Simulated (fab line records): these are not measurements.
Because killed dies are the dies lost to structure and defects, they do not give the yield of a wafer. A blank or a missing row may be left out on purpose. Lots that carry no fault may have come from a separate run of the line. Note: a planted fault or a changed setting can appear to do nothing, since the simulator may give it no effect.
Comparing a struck lot with a sound one -- flow n5-finfet -- 38 out of 1938 route steps
Sound: these wafers, L415.1, L415.3, L415.4. Wafers L429.1, L429.4 were the ones struck. At the end, the cause is stated.
Each step with rows lists, per side, the tool, then ch with its chambers, then its first start. Under that, the readings that differ: sound wafers -- struck wafers -- difference of the means -- sigmas: that difference in standard deviations of wafers without a fault.
alike: words and numbers the same on both sides, and readings whose means are apart by under 2 such deviations; not compared: readings that were withheld, readings missing a value for some wafer, numbers with overlapping values and no deviation given by the record, and bounds like >300 which may hide the same value.
Wherever a step has rows on one side only, a row that says differs or no value, or a row with sigmas, the two part there. Numbers that have no deviation but don't overlap get no sigmas and don't part them. A reading that every wafer of one side lacks parts them only if that side has two wafers or more.

first, 9 steps without rows for these wafers: N5_BEOL_M9_DESCUM_33 (chemistry O2, time 7 s); N5_BEOL_M9_ETCH_76 (etches underlayer in N2/H2, target depth 6.5 nm, time 5.2 s); N5_BEOL_M9_ETCH_65 (etches SiARC in CF4, target depth 15.6 nm, time 26 s); N5_BEOL_M9_ETCH_66 (etches SOC in N2/H2, target depth 80 nm, overetch 16 nm, time 120 s); N5_BEOL_M9_STRIP_69 (strips in N2/H2); N5_BEOL_M9_STRIP_77 (strips in N2/H2); N5_BEOL_M9_VIA_ETCH_34 (etches SiCOH lowk in C4F6/O2, target depth 182.4 nm, time 68.4 s); N5_BEOL_M9_STRIP_73 (strips in C4F6/O2); N5_BEOL_M9_STRIP_36 (strips in N2/H2).
N5_BEOL_M9_TRENCH_ETCH_37: etches SiCOH lowk in C4F6/O2, target depth 151.43 nm, time 49 s.
  sound on rie-diel-02 ch 1,2,3, day 11 00:23; struck on rie-diel-02 ch 2,3, day 13 14:58
reading,sound,struck,difference,sigmas
model.etch.depth-nm (nm),148.8 151.1 153.8,124.7 125.7,-26.0,
model.BEOL_M9.feature-depth-nm (nm),148.8 151.2 153.8,124.6 125.8,-26.1,
model.TiN_of_BEOL_M9_HM_DEP_02.thk-nm (nm),15.6 15.2 15.2,16.8 16.8,+1.5,
  alike: drypump-motor-current-A, oes_o_777_au, oes-product-au, rf-vpp-V, showerhead-plenum-p-Torr, throttle-valve-pct
  not compared: rf-hours-counter-h
then, 2 steps without rows for these wafers: N5_BEOL_M9_ETCH_41 (etches SiCN in CH3F/O2, target depth 36.6 nm, time 70.1 s); N5_BEOL_M9_STRIP_80 (strips in N2/H2, time 10 s).
N5_BEOL_M9_OCD_MEAS_38:
  struck on ocd-02, day 13 15:08; sound on ocd-01, day 11 00:34
reading,sound,struck,difference,sigmas
trench-depth-nm (nm),148.9 150.6 154.0,125.0 125.5,-25.9,-10
then, 13 steps without rows for these wafers: N5_BEOL_M9_HM_STRIP_39 (strips TiN in peroxide tin strip, target depth 25 nm, time 158 s); N5_BEOL_M9_SRD_40 (time 30 s); N5_BEOL_M9_PRECLEAN_42 (cleans in residue remover, time 60 s); N5_BEOL_M9_SRD_43 (time 30 s); N5_BEOL_M9_CURE_72 (cures SiCOH lowk, time 120 s); N5_BEOL_M9_DEGAS_44 (time 60 s); N5_BEOL_M9_PRE_CLEAN_45 (time 30 s); N5_BEOL_M9_ALD_74 (deposits TaN, target thk 2 nm, pulse time 2 s, purge time 3 s); N5_BEOL_M9_SURFACE_TREAT_79; N5_BEOL_M9_CVD_78 (deposits Co from CCTBA/H2, target thk 2 nm, time 138.9 s); N5_BEOL_M9_SPUTTER_48 (material Cu, target thk 12 nm, time 2 s); N5_BEOL_M9_ECD_50 (material Cu, target thk 318 nm); N5_BEOL_M9_ANNEAL_51 (time 90 s).
N5_BEOL_M9_CMP_52: polishes, stops on SiCOH lowk, t overpolish 7 s, target thk 140 nm.
  sound on cmp-02 ch 0,2,3, day 11 04:11; struck on cmp-01 ch 1,2, day 13 17:56
reading,sound,struck,difference,sigmas
model.Cu_of_BEOL_M9_ECD_50.thk-nm (nm),136.6 140.4 142.4,112.4 115.8,-25.7,
  alike: edge-zone-pressure-frac, motor-current-A, pad-life-wafers
N5_BEOL_M9_THK_MEAS_53: measures by xrf.
  struck on film-metro-02, day 13 18:11; sound on film-metro-02, day 11 04:29
reading,sound,struck,difference,sigmas
M9_THK (nm),137.9 142.3 143.5,114.1 116.9,-25.7,-9
then, 2 steps without rows for these wafers: N5_BEOL_M9_PRE_CLEAN_55 (time 15 s); N5_BEOL_M9_DEP_56 (deposits SiCN from 3MS/NH3, target thk 15 nm, time 26.5 s).
N5_BEOL_M9_RS_MEAS_57: measurement is done with a four-point probe.
  struck on film-metro-01, day 13 18:19; sound on film-metro-01, day 11 04:37
reading,sound,struck,difference,sigmas
M9_RS (ohm/sq),0.155 0.151 0.148,0.193 0.186,+0.038,+12
then, 5 steps without rows for these wafers: N5_BEOL_M10_ILD_DEP_00 (deposits SiCOH lowk from DEMS/porogen, target thk 308.51 nm, time 58 s); N5_BEOL_M10_CURE_71 (cures SiCOH lowk, time 240 s); N5_BEOL_M10_PECVD_70 (deposits SiO2 from TEOS/O2, target thk 20 nm, time 22.7 s); N5_BEOL_M10_HM_DEP_02 (deposits TiN, target thk 20 nm); N5_BEOL_M10_COAT_59 (time 60 s, resist thk 100 nm).
-- record jumps: 2 days separate the struck wafers' starts on either side; left off in module BEOL_M10, taken up again in module BEOL_M15, whose first shown step is the route's number 1830 --
N5_BEOL_M15_RC_MEAS_101:
  sound on prober-02 ch 0, day 13 14:31; struck on prober-02 ch 0, day 15 18:23
reading,sound,struck,difference,sigmas
COMB_M10 (S/m),1.7e-11 2.3e-11 2.2e-11,1.5e-11 1.2e-11,-7.2e-12,-2
SERP_M9 (ohm/um),3.10 3.00 2.95,3.92 3.86,+0.87,+12
SERP_M9_max_site (ohm/um),3.13 3.11 3.05,4.14 3.92,+0.93,+11
  alike: COMB_M11, COMB_M12, COMB_M13, COMB_M14, COMB_M15, COMB_M5, COMB_M6, COMB_M7, COMB_M8, SERP_M10, SERP_M11, SERP_M12, SERP_M13, SERP_M13_max_site, SERP_M14, SERP_M5, SERP_M6, SERP_M7, SERP_M8
N5_PASSIVATION_PROBE_49:
  struck on prober-01, day 16 07:19; sound on prober-02, day 14 05:35
  alike: defect-limited-yield, killed_at_M0_to_M3, killed_at_M4_up, killed-at-contacts, killed-at-front-end, killed-at-other, killed-dies, killed-open, killed-short, sort_bin_5_function, sort_bin_6_memory, sort_bin_8_speed, sort-n-pass, sort-yield-pct

## WHERE THEY PART
Last at N5_BEOL_M15_RC_MEAS_101 as far as this record goes, first at N5_BEOL_M9_OCD_MEAS_38. Later steps at which nothing parts them and some readings are alike: N5_PASSIVATION_PROBE_49.

WHY: whatever the simulator had introduced
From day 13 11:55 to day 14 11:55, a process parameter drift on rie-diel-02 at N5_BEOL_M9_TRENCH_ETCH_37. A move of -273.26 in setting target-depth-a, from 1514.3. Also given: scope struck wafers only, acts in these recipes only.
